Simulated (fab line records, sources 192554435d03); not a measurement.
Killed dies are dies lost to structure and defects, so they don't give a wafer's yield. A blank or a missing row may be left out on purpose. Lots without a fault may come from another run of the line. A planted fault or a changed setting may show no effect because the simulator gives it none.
Split-lot experiment | flow n5_finfet | 7 lots, 21 wafers read, on a route of 1938 steps

THE SPLIT
At N5_GATE_CUT_COAT_27 (time 60 s, resist thk 10 nm), the setting spin_rpm was moved away from the recipe's 1500 rpm on 7 of the 21 wafers read, by -3.1% to +7.4%. The other wafers ran this setting at the recipe's value.

FROM THE SPLIT TO THE READING: what the file shows between them, 1 step
- N5_GATE_CUT_DESCUM_18: chemistry O2, time 7 s (also split here: time_s)

THE READING
etch.depth_nm (the simulator's own value, which no gauge read), in nm, at N5_GATE_CUT_ETCH_28 (etches underlayer in N2/H2, target depth 13 nm, time 10.4 s). The file gives no usual value for it. The 14 wafers here that ran the recipe average 10.005 nm, standard deviation 0.016 nm.

wafer  | tool, chamber at the split | spin_rpm as run, rpm | against the recipe | etch.depth_nm, nm | against lot-mates on the recipe
L076.2 | litho_track-03, 0          | 1500                 | recipe             | 10                | -
L076.3 | litho_track-03, 0          | 1500                 | recipe             | 10.02             | -
L076.4 | litho_track-03, 0          | 1453                 | -3.1%              | 10.17             | +0.160
L078.2 | litho_track-04, 0          | 1601                 | +6.7%              | 9.679             | no lot-mate on the recipe
L078.3 | litho_track-04, 0          | 1601                 | +6.7%              | 9.689             | no lot-mate on the recipe
L078.5 | litho_track-04, 0          | 1601                 | +6.7%              | 9.69              | no lot-mate on the recipe
L079.2 | litho_track-04, 0          | 1611                 | +7.4%              | 9.646             | -0.345
L079.3 | litho_track-04, 0          | 1611                 | +7.4%              | 9.657             | -0.334
L079.5 | litho_track-04, 0          | 1500                 | recipe             | 9.991             | -
L080.4 | litho_track-04, 0          | 1500                 | recipe             | 9.999             | -
L080.5 | litho_track-04, 0          | 1500                 | recipe             | 10.02             | -
L080.6 | litho_track-04, 0          | 1500                 | recipe             | 10.03             | -
L093.1 | litho_track-03, 0          | 1500                 | recipe             | 9.992             | -
L093.3 | litho_track-03, 0          | 1500                 | recipe             | 10.01             | -
L093.6 | litho_track-03, 0          | 1500                 | recipe             | 10.02             | -
L094.3 | litho_track-01, 0          | 1500                 | recipe             | 10.02             | -
L094.4 | litho_track-01, 0          | 1500                 | recipe             | 10.02             | -
L094.5 | litho_track-01, 0          | 1500                 | recipe             | 9.996             | -
L095.2 | litho_track-03, 0          | 1500                 | recipe             | 9.984             | -
L095.3 | litho_track-03, 0          | 1500                 | recipe             | 9.975             | -
L095.4 | litho_track-03, 0          | 1593                 | +6.2%              | 9.702             | -0.277

THE FIT
A straight line over all 21 wafers: etch.depth_nm changes by -0.0481 nm for each +1% of spin_rpm; r = -1.00; the points scatter about the line by 0.015 nm.
The same after taking each lot's own level away (the mean of its wafers on the recipe; 18 wafers): -0.0461 nm for each +1%; r = -1.00; scatter 0.011 nm.
On that fit, the largest move of spin_rpm shifts the reading by 0.34 nm.
The lots' own levels span 9.9795 to 10.0163 nm, that is 2.3 times the standard deviation above.
So the lot-to-lot level changes the slope little: the two slopes agree.
Check: with one of the wafers moved furthest among these (+7.4%) left out of the fit, the line predicts -0.337 nm for it against its lot-mates. It came out at -0.345 nm against them.

OTHER SPLITS ON THESE WAFERS
These wafers also went through other splits before the reading. Each is held against what the fit with the lots' levels taken away leaves over:
other split on the same wafers | wafers away from the commonest value | r with etch.depth_nm (lot level and that fit taken away)
N5_SDB_ALD_29 ald_cycles       | 7                                    | +0.03
N5_SDB_CMP_30 down_force_psi   | 7                                    | -0.13
N5_GATE_CUT_DESCUM_18 time_s   | 4                                    | -0.10

THE WHOLE CHAIN: every reading that the file lists as answering this split, in the file's order
step                | what it does                                                | reading                                                                                | change (the file's fit)                | r (the file's)
N5_GATE_CUT_COAT_27 | time 60 s, resist thk 10 nm                                 | underlayer_of_GATE_CUT_COAT_27.thk_nm (the simulator's own value, which no gauge read) | -0.0469 nm for each +1% of the setting | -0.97
N5_GATE_CUT_ETCH_28 | etches underlayer in N2/H2, target depth 13 nm, time 10.4 s | etch.depth_nm (the simulator's own value, which no gauge read)                         | -0.046 nm for each +1% of the setting  | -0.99

THE FILE'S OWN FIT
etch.depth_nm changes by -0.046 nm for each +1% of spin_rpm, r = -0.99.
